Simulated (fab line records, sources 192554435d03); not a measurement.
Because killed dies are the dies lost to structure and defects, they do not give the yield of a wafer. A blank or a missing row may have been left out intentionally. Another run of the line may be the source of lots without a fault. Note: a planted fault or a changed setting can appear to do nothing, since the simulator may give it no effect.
Comparing a struck lot with a sound one    flow n5-finfet    36 steps out of a route of 1938
Sound: wafers L402.3, L402.4, L402.5. Struck: wafer L398.1; the same lot's L398.4 was not struck, so it is left out; see the end for the cause.
At each step with rows: each side's tool, then ch and its chambers, then its first start. Under that, the readings that differ: sound wafers    struck wafers    difference of the means    sigmas: that difference in standard deviations of wafers without a fault.
alike: readings whose means differ by less than 2 such deviations, and words and numbers that are the same on both sides. not compared: withheld readings, readings that some wafer has no value for, bounds like >300 that may hide the same value, and numbers for which the record gives no deviation and whose values overlap.
Wherever a step has rows on one side only, a row that says differs or no value, or a row with sigmas, the two part there. When numbers do not overlap yet have no deviation, they are printed without sigmas and do not part them. A reading that every wafer of one side lacks parts them only if that side has two wafers or more.

first, 9 steps without rows for these wafers: N5_PMOS_HMC_CHANNEL_EPI_EPI_26 (deposits Si from SiH4/H2, target thk 3.8 nm, time 22.7 s); N5_FIN_SAQP_PRECLEAN_42 (cleans in O3/DIW, time 60 s); N5_FIN_SAQP_PRECLEAN_00 (cleans in SC1, time 60 s); N5_FIN_SAQP_PRECLEAN_44 (cleans in SC2, time 45 s); N5_FIN_SAQP_SRD_01 (time 30 s); N5_FIN_SAQP_ALD_61 (deposits SiO2, target thk 4 nm, pulse time 1 s, purge time 2 s); N5_FIN_SAQP_DENSIFY_62 (time 60 s); N5_FIN_SAQP_HM_DEP_03 (deposits SiNx from SiH4/NH3/N2, target thk 38 nm, time 33.6 s); N5_FIN_SAQP_PECVD_47 (deposits a-Si from SiH4/He, target thk 45 nm, time 36.3 s).
N5_FIN_SAQP_PECVD_48: deposits SiNx from SiH4/NH3/N2, target thk 25 nm, time 22.1 s.
  sound on pecvd-03 ch 0,1, day 6 21:31; struck on pecvd-01 ch 2, day 5 22:52
reading                                      sound              struck  difference  sigmas
model.SiNx_of_FIN_SAQP_PECVD_48.thk-nm (nm)  24.49 25.21 25.26  28.88   +3.89       
  alike: heater-power-w, showerhead-plenum-p-Torr, throttle-valve-pct
then, 24 steps without rows for these wafers: N5_FIN_SAQP_PECVD_06 (deposits a-Si from SiH4/He, target thk 60 nm, time 48.1 s); N5_FIN_SAQP_HM_DEP_72 (deposits SiO2 from SiH4/N2O, target thk 12 nm, time 7.2 s); N5_FIN_SAQP_COAT_49 (time 60 s, resist thk 100 nm); N5_FIN_SAQP_COAT_50 (time 60 s, resist thk 35 nm); N5_FIN_SAQP_COAT_10 (resist thk 90 nm); N5_FIN_SAQP_EBR_12; N5_FIN_SAQP_SOFTBAKE_11 (time 60 s); N5_FIN_SAQP_EXPOSE_13 (exposes mask FIN CORE, target cd 35.6 nm); N5_FIN_SAQP_PEB_14 (peb time 60 s); N5_FIN_SAQP_DEVELOP_15 (develop time 30 s); N5_FIN_SAQP_DESCUM_21 (chemistry O2, time 7.9 s); N5_FIN_SAQP_ETCH_51 (etches SiARC in CF4, target depth 45.5 nm, time 75.8 s); N5_FIN_SAQP_ETCH_52 (etches SOC in N2/H2, target depth 100 nm, overetch 20 nm, time 150 s); N5_FIN_SAQP_STRIP_53 (strips in N2/H2); N5_FIN_SAQP_HM_OPEN_73 (chemistry CHF3/O2, target SiO2, stops on a-Si, target depth 12 nm, time 16.8 s); N5_FIN_SAQP_STRIP_74 (strips in CHF3/O2); N5_FIN_SAQP_MANDREL_ETCH_22 (etches a-Si in HBr/Cl2, stops on SiNx, target depth 60 nm, bt time 10 s, time 30 s); N5_FIN_SAQP_STRIP_55 (strips in N2/H2); N5_FIN_SAQP_STRIP_23 (strips in SPM, time 750 s); N5_FIN_SAQP_SRD_66 (time 30 s); N5_FIN_SAQP_RECESS_75 (chemistry HF/NH3, target SiO2, target depth 14.4 nm, afs cycles 3, sublimation time 60 s); N5_FIN_SAQP_SPACER1_ALD_24 (deposits SiO2, target thk 20.3 nm, pulse time 1 s, purge time 2 s); N5_FIN_SAQP_SPACER1_ETCHBACK_25 (etches SiO2 in CHF3/O2, target depth 24.4 nm, time 12.2 s); N5_FIN_SAQP_MANDREL1_REMOVE_56 (chemistry HBr/Cl2/O2, target a-Si, stops on SiNx, bt time 10 s).
N5_FIN_SAQP_ETCH_57: etches SiNx in CH3F/O2, target depth 32.5 nm, time 46.4 s.
  sound on rie-diel-05 ch 0,1,3, day 7 00:26; struck on rie-diel-04 ch 3, day 6 01:42
reading                   sound              struck  difference  sigmas
etch-rf-on-time-s (s)     46.2 48.3 47.7     53.6    +6.2        +6
rf-vpp-V (V)              288 288 290        306     +17         +3
model.etch.depth-nm (nm)  24.35 25.13 24.99  28.88   +4.06       
  alike: drypump-motor-current-A, oes-product-au, showerhead-plenum-p-Torr, throttle-valve-pct
  not compared: rf-hours-counter-h
-- record jumps: 11 days separate the struck wafers' starts on either side; left off in module FIN_SAQP, taken up again in module PASSIVATION, whose first shown step is the route's number 1936 --
N5_PASSIVATION_PROBE_49:
  only the struck wafers here have rows in the record (prober-01, day 16 14:46); the sound ones have none

== WHERE THEY PART ==
First at N5_FIN_SAQP_ETCH_57; last, within this record, at N5_PASSIVATION_PROBE_49.

WHY: what had been put in by the simulator
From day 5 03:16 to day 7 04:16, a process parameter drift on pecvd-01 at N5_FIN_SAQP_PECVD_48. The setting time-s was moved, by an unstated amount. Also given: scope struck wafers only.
